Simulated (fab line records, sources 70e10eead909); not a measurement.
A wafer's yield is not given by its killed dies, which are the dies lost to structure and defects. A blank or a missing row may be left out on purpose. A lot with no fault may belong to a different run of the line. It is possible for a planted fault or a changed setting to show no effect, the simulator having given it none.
fab line records	flow nand_harc
record lots=7	wafers=21	last_day=23
route steps=1159 shown P_M2@330 END@1159
lots with no fault: from the same line, run without faults
start_h: start of the lot's first displayed wafer, in hours after the record's first day	wait_h: time in hours since the lot's previous step	" repeats the value in the row above	L1.1+2: a row that stands for several wafers	- either no value or no given start	* or withheld: withheld	< > ~ a bound
route shown NAME@n: a module of which the file shows steps, and the number in the route of the first	usual: mean and standard deviation over wafers with no fault	same: alike in all rows	chamber/n: place in a boat	sites: readings site by site	_std_site: standard deviation across them	_edge_site: inner sites' mean taken away from outer sites' mean	radius_mm: how far each site lies from the wafer's centre	mask NAME#n: copy n	behind: the tool/chamber that last shaped the wafer	hold: cause of the lot's hold/its duration in hours/its outcome	device: the transistor (n, p or np) that didn't switch	end of line: tests run on the same wafers once the route is complete	for a step that has no rows: nothing shown but its recipe	killed: at the first sort, the dies lost to defects and structure; wafer yield is something else	map: the dies of a wafer, with x for killed, . for not killed, _ for no die there
set.NAME: the run value of the setting; set.NAME@STEP: its run value at that earlier step	model.NAME: the simulator's own value behind a step, which no gauge read
certain route steps with their lots: each step a table, each wafer a row
services: from which hour (start_h, from the record's first day; less than 0 if before it) a tool's chamber was out of use, for how many hours, and why
## steps
# step NHARC_P_M2_INSPECT_11
# usual raw_defect_count=4.8/2.8
lot.wafer	tool	chamber	start_h	wait_h	raw_defect_count
L492.2	defect_inspect-01	-	172.70	0.0	9
L492.3	"	-	"	"	6
L492.6	"	-	"	"	3
L494.1	defect_inspect-01	-	177.93	0.0	11
L494.2	"	-	"	"	3
L494.5	"	-	"	"	7
L501.1	defect_inspect-02	-	225.57	0.0	1
L501.2	"	-	"	"	1
L501.3	"	-	"	"	4
L500.1	defect_inspect-02	-	227.22	0.0	5
L500.2	"	-	"	"	5
L500.4	"	-	"	"	3
L502.1	defect_inspect-02	-	231.97	0.0	9
L502.2	"	-	"	"	6
L502.5	"	-	"	"	8
L504.1	defect_inspect-02	-	237.43	0.0	3
L504.2	"	-	"	"	7
L504.3	"	-	"	"	2
L503.2	defect_inspect-02	-	239.09	0.0	2
L503.5	"	-	"	"	3
L503.6	"	-	"	"	5
# step NHARC_P_M2_DESCUM_14
# recipe time_s=3	o2_flow_sccm=200	ar_flow_sccm=0	bias_power_w=0	chemistry=O2
# usual drypump_motor_current_A=5.7/0.47	oes_product_au=0.996/0.011	rf_vpp_V=57.9/0.96	showerhead_plenum_p_Torr=1.95/0.082	throttle_valve_pct=11.313/0.0088
# same time_s=3
lot.wafer	tool	chamber	start_h	wait_h	drypump_motor_current_A	oes_product_au	rf_hours_counter_h	rf_vpp_V	showerhead_plenum_p_Torr	throttle_valve_pct
L492.2	rie_diel-03	2	172.77	0.1	5.7	0.987	5	57.2	1.96	11.314
L492.3	"	3	"	"	5.8	1.002	5	57.7	2.04	11.326
L492.6	"	0	"	"	5.9	0.989	-	59.0	1.82	11.311
L494.1	rie_diel-03	2	177.99	0.1	5.7	0.979	5	57.2	1.96	11.308
L494.2	"	1	"	"	5.1	0.995	5	60.0	2.01	11.312
L494.5	"	2	"	"	5.7	0.984	-	58.2	1.96	11.303
L501.2	rie_diel-03	2	225.63	0.1	5.7	0.997	0	58.1	1.96	11.306
L501.3	"	3	"	"	5.8	0.982	0	58.2	2.04	11.309
L501.1	"	0	"	"	5.9	0.987	0	56.9	1.82	11.305
L500.1	rie_diel-03	2	227.29	0.1	5.6	0.997	0	58.3	1.96	11.311
L500.2	"	3	"	"	5.8	0.983	0	58.8	2.04	11.320
L500.4	"	0	"	"	5.8	0.982	0	57.8	1.82	11.309
L502.1	rie_diel-11	3	232.04	0.1	6.3	1.004	6	56.0	1.87	11.311
L502.2	"	1	"	"	6.6	0.992	6	58.7	1.93	11.316
L502.5	"	2	"	"	4.8	1.008	-	58.8	1.86	11.318
L504.2	rie_diel-11	2	237.49	0.1	4.8	0.996	7	58.1	1.86	11.320
L504.1	"	3	"	"	6.3	0.991	6	57.7	1.87	11.328
L504.3	"	1	"	"	6.6	0.995	6	58.7	1.93	11.301
L503.2	rie_diel-03	2	239.16	0.1	5.6	0.993	1	59.0	1.96	11.302
L503.6	"	1	"	"	5.1	1.017	-	58.0	2.01	11.307
L503.5	"	2	"	"	5.6	0.992	-	56.3	1.96	11.318
# step NHARC_P_M2_ETCH_35
# recipe target_depth_a=400	overetch_a=120	time_s=43.94	ion_energy_ev=200	n2_flow_sccm=150	h2_flow_sccm=150	ar_flow_sccm=0	rf_w=400	bias_w=150	chemistry=N2/H2
# step NHARC_P_M2_ETCH_15
# recipe target_depth_a=1825	time_s=91.2	c4f8_flow_sccm=withheld	ar_flow_sccm=400	rf_w=600	bias_w=300	chemistry=C4F8/Ar
# step NHARC_P_M2_CD_MEAS_16
# usual cd_nm=170.5/1.1
lot.wafer	tool	chamber	start_h	wait_h	cd_nm
L492.2	cd_sem-03	-	173.06	-	172.0
L492.3	"	-	"	"	168.8
L492.6	"	-	"	"	168.8
L494.1	cd_sem-01	-	178.29	-	171.1
L494.2	"	-	"	"	171.7
L494.5	"	-	"	"	170.5
L501.1	cd_sem-03	-	225.94	-	171.0
L501.2	"	-	"	"	170.8
L501.3	"	-	"	"	170.6
L500.1	cd_sem-01	-	227.59	-	169.7
L500.2	"	-	"	"	169.0
L500.4	"	-	"	"	172.2
L502.1	cd_sem-01	-	232.34	-	169.4
L502.2	"	-	"	"	170.0
L502.5	"	-	"	"	171.0
L504.1	cd_sem-02	-	237.79	-	170.3
L504.2	"	-	"	"	169.0
L504.3	"	-	"	"	169.3
L503.2	cd_sem-03	-	239.46	-	170.2
L503.5	"	-	"	"	171.5
L503.6	"	-	"	"	172.1
# step NHARC_P_M2_STRIP_18
# recipe power_w=1000	n2_flow_sccm=150	h2_flow_sccm=150	ar_flow_sccm=0	bias_w=0	chemistry=N2/H2
# step NHARC_P_M2_ETCH_28
# recipe target_depth_a=300	over_etch_frac=0.3	time_s=72.99	ion_energy_ev=150	cf4_flow_sccm=50	n2_flow_sccm=100	ar_flow_sccm=150	rf_w=300	bias_w=100	chemistry=CF4/N2
# usual bias_w=100.03/0.29	drypump_motor_current_A=5.7/0.47	oes_product_au=0.994/0.011	rf_vpp_V=314.9/2	showerhead_plenum_p_Torr=2.67/0.1	throttle_valve_pct=19.792/0.0095
# same time_s=72.99
lot.wafer	tool	chamber	start_h	wait_h	bias_w	drypump_motor_current_A	oes_product_au	rf_hours_counter_h	rf_vpp_V	showerhead_plenum_p_Torr	throttle_valve_pct
L492.2	rie_diel-03	3	-	-	100.02	5.8	1.011	5	316.5	2.79	19.797
L492.3	"	0	"	"	100.41	5.8	0.984	4	310.7	2.51	19.796
L492.6	"	2	"	"	100.34	5.7	0.986	-	314.0	2.69	19.802
L494.2	rie_diel-03	0	-	-	99.59	5.9	0.995	5	312.9	2.51	19.786
L494.1	"	3	"	"	100.04	5.8	1.017	5	317.9	2.79	19.787
L494.5	"	0	"	"	99.44	5.8	0.986	-	312.1	2.51	19.779
L501.1	rie_diel-03	0	-	-	100.49	5.9	0.980	0	312.8	2.51	19.800
L501.2	"	1	"	"	100.18	5.1	1.013	0	316.9	2.75	19.795
L501.3	"	3	"	"	99.97	5.8	0.993	0	316.9	2.79	19.787
L500.4	rie_diel-11	0	-	-	99.59	6.0	0.998	4	316.8	2.78	19.795
L500.1	"	1	"	"	100.01	6.6	0.979	5	314.7	2.65	19.807
L500.2	"	3	"	"	100.14	6.3	0.995	5	312.3	2.58	19.793
L502.2	rie_diel-03	1	-	-	99.87	5.1	1.007	1	315.7	2.75	19.784
L502.1	"	2	"	"	100.21	5.7	0.995	0	313.4	2.69	19.801
L502.5	"	3	"	"	99.91	5.9	0.991	-	316.5	2.79	19.792
L504.1	rie_diel-03	1	-	-	99.95	5.1	1.003	1	315.1	2.75	19.800
L504.2	"	2	"	"	99.82	5.7	0.989	1	315.5	2.69	19.814
L504.3	"	3	"	"	99.60	5.8	0.990	1	316.0	2.79	19.790
L503.2	rie_diel-03	2	-	-	100.57	5.7	0.990	1	315.4	2.69	19.804
L503.5	"	1	"	"	100.62	5.1	1.003	-	316.9	2.75	19.797
L503.6	"	2	"	"	100.16	5.7	0.987	-	314.0	2.69	19.795
# step NHARC_P_M2_STRIP_19
# recipe time_s=600	temp_c=30	chemistry=post_etch_residue_remover
# step NHARC_P_M2_DEGAS_29
# recipe temp_c=250	time_s=60
# step NHARC_P_M2_PRE_CLEAN_30
# recipe time_s=30	temp_c=280	gas=H2/He
# usual heater_power_w=418/48
# same time_s=30
lot.wafer	tool	chamber	start_h	wait_h	heater_power_w
L492.2	pvd_sputter-03	-	-	-	451
L492.3	"	-	"	"	421
L492.6	"	-	"	"	455
L494.2	pvd_sputter-01	-	-	-	406
L494.1	"	-	"	"	414
L494.5	"	-	"	"	425
L501.2	pvd_sputter-03	-	-	-	332
L501.1	"	-	"	"	426
L501.3	"	-	"	"	443
L500.4	pvd_sputter-03	-	-	-	457
L500.2	"	-	"	"	416
L500.1	"	-	"	"	425
L502.1	pvd_sputter-01	-	-	-	405
L502.2	"	-	"	"	439
L502.5	"	-	"	"	409
L504.3	pvd_sputter-03	-	-	-	456
L504.2	"	-	"	"	337
L504.1	"	-	"	"	409
L503.2	pvd_sputter-02	-	-	-	429
L503.5	"	-	"	"	380
L503.6	"	-	"	"	554
# step NHARC_P_M2_PVD_20
# recipe target_thk_a=50	bias_v=168.6	power_w=15000	chamber_pressure_pa=0.12	time_s=8.06	substrate_temp_c=50	material=TaN
# usual throttle_valve_pct=30.5/1.3
# same time_s=8.06
lot.wafer	tool	chamber	start_h	wait_h	throttle_valve_pct
L492.2	pvd_sputter-03	-	-	-	32.1
L492.3	"	-	"	"	31.3
L492.6	"	-	"	"	32.4
L494.1	pvd_sputter-01	-	-	-	29.3
L494.2	"	-	"	"	29.0
L494.5	"	-	"	"	29.4
L501.1	pvd_sputter-03	-	-	-	32.5
L501.3	"	-	"	"	31.9
L501.2	"	-	"	"	28.7
L500.1	pvd_sputter-03	-	-	-	28.8
L500.4	"	-	"	"	32.2
L500.2	"	-	"	"	31.1
L502.2	pvd_sputter-01	-	-	-	30.5
L502.1	"	-	"	"	29.7
L502.5	"	-	"	"	30.3
L504.2	pvd_sputter-03	-	-	-	32.3
L504.1	"	-	"	"	31.7
L504.3	"	-	"	"	28.4
L503.2	pvd_sputter-02	-	-	-	30.3
L503.6	"	-	"	"	29.6
L503.5	"	-	"	"	30.7
# step NHARC_P_M2_PVD_21
# recipe target_thk_a=300	chamber_pressure_pa=5	power_w=5000	substrate_temp_c=30	time_s=20.49	material=Cu
# step NHARC_P_M2_ECD_22
# recipe target_thk_a=4000	bath_temp_c=25	material=Cu
# usual bath_temp_c=25.01/0.1
lot.wafer	tool	chamber	start_h	wait_h	bath_temp_c
L492.2	ecd_cu-02	0	174.18	-	25.11
L492.3	"	0	"	"	24.91
L492.6	"	0	"	"	24.97
L494.2	ecd_cu-01	1	179.37	-	25.00
L494.1	"	0	"	"	25.04
L494.5	"	1	"	"	25.08
L501.1	ecd_cu-02	1	227.02	-	25.08
L501.2	"	0	"	"	24.93
L501.3	"	0	"	"	25.00
L500.1	ecd_cu-02	1	228.66	-	25.11
L500.2	"	0	"	"	25.11
L500.4	"	1	"	"	25.04
L502.2	ecd_cu-02	0	233.46	-	25.12
L502.1	"	1	"	"	25.11
L502.5	"	1	"	"	25.04
L504.1	ecd_cu-01	1	238.90	-	24.99
L504.2	"	0	"	"	25.02
L504.3	"	0	"	"	25.16
L503.2	ecd_cu-01	0	240.53	-	24.95
L503.5	"	0	"	"	24.97
L503.6	"	1	"	"	25.12
# step NHARC_P_M2_ANNEAL_31
# recipe temp_c=225	time_s=90
# usual anneal_temp_c_max=225.87/0.22	wafer_temp_C_max=226.0/0.39
# same time_s=90
lot.wafer	tool	chamber	start_h	wait_h	anneal_temp_c_max	wafer_temp_C_max
L492.2	rtp_anneal-01	0	174.56	-	226.02	226.4
L492.3	"	0	"	"	225.89	226.4
L492.6	"	0	"	"	226.16	226.6
L494.1	rtp_anneal-01	0	179.74	-	226.26	226.4
L494.2	"	0	"	"	226.09	226.8
L494.5	"	0	"	"	225.83	226.2
L501.1	rtp_anneal-01	0	227.40	0.3	225.60	226.5
L501.2	"	0	"	"	225.99	226.1
L501.3	"	0	"	"	225.69	226.6
L500.1	rtp_anneal-02	0	229.05	0.3	225.63	225.7
L500.2	"	0	"	"	226.16	225.7
L500.4	"	0	"	"	225.72	225.8
L502.1	rtp_anneal-02	0	233.84	0.3	225.65	225.9
L502.2	"	0	"	"	225.56	225.5
L502.5	"	0	"	"	225.97	225.4
L504.1	rtp_anneal-01	0	239.30	0.4	225.76	226.4
L504.2	"	0	"	"	225.99	225.9
L504.3	"	0	"	"	225.89	227.3
L503.2	rtp_anneal-02	0	240.96	0.4	225.88	225.6
L503.5	"	0	"	"	225.74	225.7
L503.6	"	0	"	"	225.61	225.8
# step NHARC_P_M2_CMP_23
# recipe t_overpolish_s=20	target_thk_nm=144.3
# usual edge_zone_pressure_frac=1.000/0.0048	motor_current_A=11.6/1.1	slurry_filter_dp_kPa=13.50/0.15	time_to_endpoint_s=29.4/2.7
# same t_overpolish_s=20
lot.wafer	tool	chamber	start_h	wait_h	edge_zone_pressure_frac	motor_current_A	slurry_filter_dp_kPa	time_to_endpoint_s
L492.2	cmp-04	2	174.86	-	0.999	10.9	13.44	28.9
L492.3	"	3	"	"	1.002	13.1	13.25	28.5
L492.6	"	2	"	"	1.006	11.0	13.35	30.8
L494.1	cmp-04	3	180.11	-	1.007	12.7	13.39	31.6
L494.2	"	1	"	"	0.999	13.0	13.67	22.0
L494.5	"	3	"	"	1.000	13.1	13.43	27.5
L501.2	cmp-04	2	227.78	-	0.996	11.6	13.41	18.5
L501.1	"	0	"	"	1.007	11.7	13.53	30.6
L501.3	"	1	"	"	1.006	13.2	13.59	12.0
L500.4	cmp-03	0	229.39	-	1.006	12.1	13.40	27.0
L500.1	"	2	"	"	1.004	10.1	13.26	29.4
L500.2	"	3	"	"	0.995	11.3	13.63	13.2
L502.1	cmp-03	1	234.19	-	0.995	10.4	13.35	28.7
L502.2	"	0	"	"	0.998	11.9	13.56	16.7
L502.5	"	2	"	"	1.000	10.3	13.40	31.8
L504.3	cmp-04	1	239.65	-	0.997	12.5	13.59	24.7
L504.1	"	2	"	"	0.995	11.4	13.34	28.1
L504.2	"	0	"	"	0.998	11.0	13.39	25.9
L503.2	cmp-03	3	241.31	-	1.011	11.0	13.48	29.1
L503.6	"	1	"	"	1.002	11.0	13.51	31.9
L503.5	"	2	"	"	1.000	10.6	13.66	32.6
# step NHARC_P_M2_THK_MEAS_24
# recipe thk_meas_gauge=xrf
# usual thk_nm=144.2/1.5
lot.wafer	tool	chamber	start_h	wait_h	thk_nm
L492.2	film_metro-02	-	175.18	-	143.9
L492.3	"	-	"	"	142.5
L492.6	"	-	"	"	145.0
L494.1	film_metro-02	-	180.40	-	143.5
L494.2	"	-	"	"	140.6
L494.5	"	-	"	"	143.2
L501.1	film_metro-02	-	228.10	-	145.9
L501.2	"	-	"	"	144.1
L501.3	"	-	"	"	142.4
L500.1	film_metro-01	-	229.72	-	143.3
L500.2	"	-	"	"	144.0
L500.4	"	-	"	"	142.7
L502.1	film_metro-02	-	234.51	-	143.1
L502.2	"	-	"	"	145.0
L502.5	"	-	"	"	144.8
L504.1	film_metro-01	-	239.96	-	145.0
L504.2	"	-	"	"	146.3
L504.3	"	-	"	"	142.3
L503.2	film_metro-02	-	241.57	-	144.6
L503.5	"	-	"	"	145.6
L503.6	"	-	"	"	147.9
# step NHARC_END_SORT_01
# recipe temp_c=25
# usual defect_limited_yield=95.5/1.4	killed_at_array=26/9.7	killed_at_other=1.0/1.2	killed_at_periphery=3.9/2.6	killed_dies=31/9.7	killed_open=3.2/1.8	killed_short=2.0/1.3	sort_bin_2_pct=1.4/0.6	sort_bin_3_pct=0.23/0.2	sort_bin_4_pct=2.9/0.97	sort_n_pass=646/9.7	sort_rim_yield_pct=95.7/2.6	sort_yield_pct=95.5/1.4
# same gross_dies=677	sort_bin_5_pct[%]=0	sort_bin_6_pct[%]=0	sort_bin_7_pct[%]=0	sort_bin_8_pct[%]=0	sort_rim_n_gross=106.00
lot.wafer	tool	chamber	start_h	wait_h	defect_limited_yield[%]	killed_at_array	killed_at_other	killed_at_periphery	killed_dies	killed_open	killed_short	sort_bin_2_pct[%]	sort_bin_3_pct[%]	sort_bin_4_pct[%]	sort_n_pass	sort_rim_yield_pct[%]	sort_yield_pct[%]
L494.1	prober-02	0	484.28	2.5	94.2	28	0	11	39	5	0	1.8	0.59	3.4	638	95.3	94.2
L494.2	prober-02	0	485.09	2.8	95.9	24	2	2	28	1	2	0.6	0.89	2.7	649	100.0	95.9
L494.5	prober-02	0	487.53	3.7	96.6	21	0	2	23	1	5	1.6	0	1.8	654	100.0	96.6
L492.2	prober-02	0	492.86	2.7	94.2	31	0	8	39	4	1	2.1	0.44	3.2	638	99.1	94.2
L492.3	prober-02	0	493.66	3.1	94.2	34	0	5	39	2	1	1.6	0.44	3.7	638	96.2	94.2
L492.6	prober-02	0	496.05	4.0	94.5	33	1	3	37	3	1	1.3	0.15	4.0	640	100.0	94.5
L500.1	prober-01	0	542.17	2.5	94.1	37	0	3	40	3	0	2.2	0.44	3.2	637	95.3	94.1
L500.2	prober-01	0	542.97	2.8	92.6	43	1	6	50	5	4	3.0	0.15	4.3	627	94.3	92.6
L500.4	prober-01	0	544.55	3.4	91.9	49	0	6	55	4	2	2.4	0.74	5.0	622	91.5	91.9
L501.1	prober-02	0	542.24	2.5	97.9	7	0	7	14	2	1	0.3	0	1.8	663	98.1	97.9
L501.2	prober-02	0	543.05	2.8	96.6	17	1	5	23	8	0	0.9	0.15	2.4	654	99.1	96.6
L501.3	prober-02	0	543.85	3.1	96.8	15	2	5	22	5	2	1.3	0.15	1.8	655	98.1	96.8
L502.1	prober-02	0	550.06	2.5	95.6	22	0	8	30	2	5	0.6	0.59	3.2	647	95.3	95.6
L502.2	prober-02	0	550.85	2.8	96.5	20	1	3	24	2	3	0.9	0.74	1.9	653	94.3	96.5
L502.5	prober-02	0	553.25	3.7	96.9	16	0	5	21	1	1	1.3	0.15	1.6	656	96.2	96.9
L504.1	prober-02	0	557.86	2.5	95.4	27	2	2	31	0	1	1.3	0.30	3.0	646	99.1	95.4
L504.2	prober-02	0	558.67	2.8	95.4	28	0	3	31	4	4	1.2	0.15	3.2	646	91.5	95.4
L504.3	prober-02	0	559.47	3.1	95.9	25	0	3	28	4	0	1.2	0.15	2.8	649	97.2	95.9
L503.2	prober-01	0	558.46	2.8	92.6	47	2	1	50	5	2	2.1	0.30	5.0	627	94.3	92.6
L503.5	prober-01	0	560.88	3.7	93.2	44	0	2	46	6	2	2.5	0.30	4.0	631	93.4	93.2
L503.6	prober-01	0	561.69	4.0	93.5	38	1	5	44	2	4	1.8	0.30	4.4	633	92.5	93.5
# killed by level:class
L494.1 A_CHANNEL_HOLE_D1:chamber_film_flake=17 P_M1:chamber_film_flake=6 A_CONTACT:chamber_film_flake=5 A_STAIRCASE:chamber_film_flake=3 A_CONTACT:geometric_particle:open=2 P_GATE:geometric_particle:open=1 P_M2:geometric_particle:open=1 A_WL_FILL:geometric_particle:open=1
L494.2 A_CHANNEL_HOLE_D1:chamber_film_flake=16 A_CONTACT:chamber_film_flake=5 A_CHANNEL_FILL_D1:geometric_particle:short=2 THIN_TSV:chamber_film_flake=2 P_GATE:geometric_particle:open=1 P_ZERO_WELL:chamber_film_flake=1 A_WL_FILL:chamber_film_flake=1
L494.5 A_CHANNEL_HOLE_D1:chamber_film_flake=12 A_CHANNEL_FILL_D1:geometric_particle:short=2 A_WL_FILL:geometric_particle:short=2 A_CONTACT:chamber_film_flake=2 P_M0:geometric_particle:open=1 A_SOURCE_PLATE:geometric_particle:short=1 P_ZERO_WELL:chamber_film_flake=1 A_ZERO_WELL:chamber_film_flake=1
L492.2 A_SLIT:chamber_film_flake=13 A_CHANNEL_HOLE_D1:chamber_film_flake=12 P_ZERO_WELL:chamber_film_flake=4 A_SGD_CUT:chamber_film_flake=2 P_GATE:geometric_particle:open=1 P_CONTACT:geometric_particle:open=1 P_M0:geometric_particle:open=1 A_ONON_D1:geometric_particle:short=1
L492.3 A_CHANNEL_HOLE_D1:chamber_film_flake=16 A_SLIT:chamber_film_flake=7 P_ZERO_WELL:chamber_film_flake=5 A_STAIRCASE:chamber_film_flake=4 A_SGD_CUT:chamber_film_flake=2 A_CHANNEL_FILL_D1:geometric_particle:short=1 A_CONTACT:geometric_particle:open=1 A_M0:geometric_particle:open=1
L492.6 A_CHANNEL_HOLE_D1:chamber_film_flake=14 A_SLIT:chamber_film_flake=12 A_STAIRCASE:chamber_film_flake=3 P_ZERO_WELL:chamber_film_flake=2 P_M0:geometric_particle:open=1 A_ONON_D1:geometric_particle:short=1 A_ONON_D1:geometric_particle:open=1 A_CONTACT:geometric_particle:open=1
L500.1 A_CHANNEL_HOLE_D1:chamber_film_flake=18 A_SLIT:chamber_film_flake=15 P_M2:chamber_film_flake=2 P_STI:geometric_particle:open=1 A_CHANNEL_FILL_D1:geometric_particle:open=1 A_BLC:geometric_particle:open=1 A_WL_FILL:chamber_film_flake=1 A_BLC:chamber_film_flake=1
L501.1 P_M2:chamber_film_flake=7 A_CHANNEL_HOLE_D1:chamber_film_flake=2 A_CONTACT:geometric_particle:open=1 A_M1:geometric_particle:open=1 A_M1:geometric_particle:short=1 A_SLIT:chamber_film_flake=1 A_CONTACT:chamber_film_flake=1
L500.2 A_CHANNEL_HOLE_D1:chamber_film_flake=19 A_SLIT:chamber_film_flake=15 P_M2:chamber_film_flake=3 A_WL_FILL:geometric_particle:short=2 A_STAIRCASE:chamber_film_flake=2 P_M0:geometric_particle:open=1 P_M0:geometric_particle:short=1 A_CHANNEL_FILL_D1:geometric_particle:short=1
L501.2 A_CHANNEL_HOLE_D1:chamber_film_flake=8 P_M2:chamber_film_flake=4 A_CHANNEL_FILL_D1:geometric_particle:open=3 P_GATE:geometric_particle:open=1 A_ONON_D1:geometric_particle:open=1 A_CONTACT:geometric_particle:open=1 A_BLC:geometric_particle:open=1 A_M0:geometric_particle:open=1
L501.3 A_CHANNEL_HOLE_D1:chamber_film_flake=5 P_M2:chamber_film_flake=4 A_CHANNEL_HOLE_D1:geometric_particle:open=3 A_SLIT:chamber_film_flake=2 A_ONON_D1:geometric_particle:short=1 A_SGD_CUT:geometric_particle:short=1 A_M0:geometric_particle:open=1 P_GATE:chamber_film_flake=1
L500.4 A_SLIT:chamber_film_flake=24 A_CHANNEL_HOLE_D1:chamber_film_flake=17 P_M2:chamber_film_flake=3 A_BLC:geometric_particle:open=2 P_ZERO_WELL:chamber_film_flake=2 A_SOURCE_PLATE:geometric_particle:short=1 A_ONON_D1:geometric_particle:open=1 A_CHANNEL_FILL_D1:geometric_particle:short=1
L502.1 A_CHANNEL_HOLE_D1:chamber_film_flake=7 A_CONTACT:chamber_film_flake=6 P_GATE:chamber_film_flake=4 A_M1:chamber_film_flake=4 A_WL_FILL:geometric_particle:short=2 P_CONTACT:geometric_particle:short=1 P_M1:geometric_particle:open=1 P_M2:geometric_particle:short=1
L502.2 A_CHANNEL_HOLE_D1:chamber_film_flake=6 A_CONTACT:chamber_film_flake=5 P_GATE:chamber_film_flake=3 A_M1:chamber_film_flake=3 A_STAIRCASE:chamber_film_flake=2 A_STAIRCASE:geometric_particle:open=1 A_WL_FILL:geometric_particle:short=1 A_CONTACT:geometric_particle:open=1
L502.5 A_CONTACT:chamber_film_flake=6 A_CHANNEL_HOLE_D1:chamber_film_flake=4 P_GATE:chamber_film_flake=4 P_M0:geometric_particle:short=1 A_CONTACT:geometric_particle:open=1 A_CHANNEL_FILL_D1:chamber_film_flake=1 A_STAIRCASE:chamber_film_flake=1 A_SLIT:chamber_film_flake=1
L504.1 A_CHANNEL_HOLE_D1:chamber_film_flake=23 P_ZERO_WELL:chamber_film_flake=2 THIN_TSV:chamber_film_flake=2 A_CONTACT:chamber_film_flake=2 A_M0:geometric_particle:short=1 A_ZERO_WELL:chamber_film_flake=1
L503.2 A_SLIT:chamber_film_flake=19 A_CHANNEL_HOLE_D1:chamber_film_flake=5 A_CONTACT:chamber_film_flake=4 A_BLC:chamber_film_flake=4 A_WL_FILL:chamber_film_flake=3 A_CONTACT:geometric_particle:open=2 A_STAIRCASE:chamber_film_flake=2 A_M1:chamber_film_flake=2
L504.2 A_CHANNEL_HOLE_D1:chamber_film_flake=16 A_STAIRCASE:chamber_film_flake=3 A_CONTACT:chamber_film_flake=2 P_M0:geometric_particle:open=1 P_M0:geometric_particle:short=1 A_ONON_D1:geometric_particle:short=1 A_SGD_CUT:geometric_particle:open=1 A_CONTACT:geometric_particle:open=1
L504.3 A_CHANNEL_HOLE_D1:chamber_film_flake=19 P_ZERO_WELL:chamber_film_flake=2 A_CONTACT:chamber_film_flake=2 P_CONTACT:geometric_particle:open=1 A_CONTACT:geometric_particle:open=1 A_BLC:geometric_particle:open=1 A_M0:geometric_particle:open=1 A_STAIRCASE:chamber_film_flake=1
L503.5 A_SLIT:chamber_film_flake=12 A_CHANNEL_HOLE_D1:chamber_film_flake=9 A_CONTACT:chamber_film_flake=7 A_SGD_CUT:chamber_film_flake=4 A_ONON_D1:geometric_particle:open=2 A_M1:chamber_film_flake=2 P_GATE:geometric_particle:open=1 A_ONON_D1:geometric_particle:short=1
L503.6 A_SLIT:chamber_film_flake=13 A_CHANNEL_HOLE_D1:chamber_film_flake=5 A_STAIRCASE:chamber_film_flake=4 A_CONTACT:chamber_film_flake=4 A_BLC:chamber_film_flake=4 A_SGD_CUT:chamber_film_flake=3 A_CONTACT:geometric_particle:short=2 P_ZERO_WELL:chamber_film_flake=2
## services
tool	chamber	start_h	hours	kind
cmp-03	-	156.06	4.0	pm
rie_diel-11	-	156.69	1.7	repair
pvd_sputter-01	-	158.03	10.0	pm
rie_diel-03	0	169.80	-	clean
rie_diel-03	1	169.80	-	clean
rie_diel-03	2	169.80	-	clean
rie_diel-03	3	169.80	-	clean
ecd_cu-02	-	180.24	8.0	pm
rie_diel-11	-	189.64	9.0	pm
rie_diel-03	3	193.55	5.7	repair
rie_diel-03	0	194.30	-	clean
rie_diel-03	1	194.30	-	clean
rie_diel-03	2	194.30	-	clean
cmp-04	-	203.21	4.0	pm
pvd_sputter-02	-	214.04	10.0	pm
rie_diel-03	-	215.30	9.0	pm
rie_diel-03	0	215.30	9.0	vent_cycle
rie_diel-03	1	215.30	9.0	vent_cycle
rie_diel-03	2	215.30	9.0	vent_cycle
rie_diel-03	3	215.30	9.0	vent_cycle
rie_diel-03	0	224.30	-	clean
rie_diel-03	1	224.30	-	clean
rie_diel-03	2	224.30	-	clean
rie_diel-03	3	224.30	-	clean
## key
first_sign step=NHARC_P_M2_CMP_23	reading=time_to_endpoint_s	direction=down	sigmas=5.4	usual=*	struck=*
effect none on later readings
met_at NHARC_P_M2_ECD_22
struck_wafers L500.2,L501.2,L501.3,L502.2
onset_between 174.18 227.02
fault kind=process_parameter_drift	tool=ecd_cu-02	chamber=0	onset_h=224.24	steps=NHARC_P_M2_ECD_22	channel=target_thk_a	offset=*	shape=step	end_h=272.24	acts_in=*	stated=*
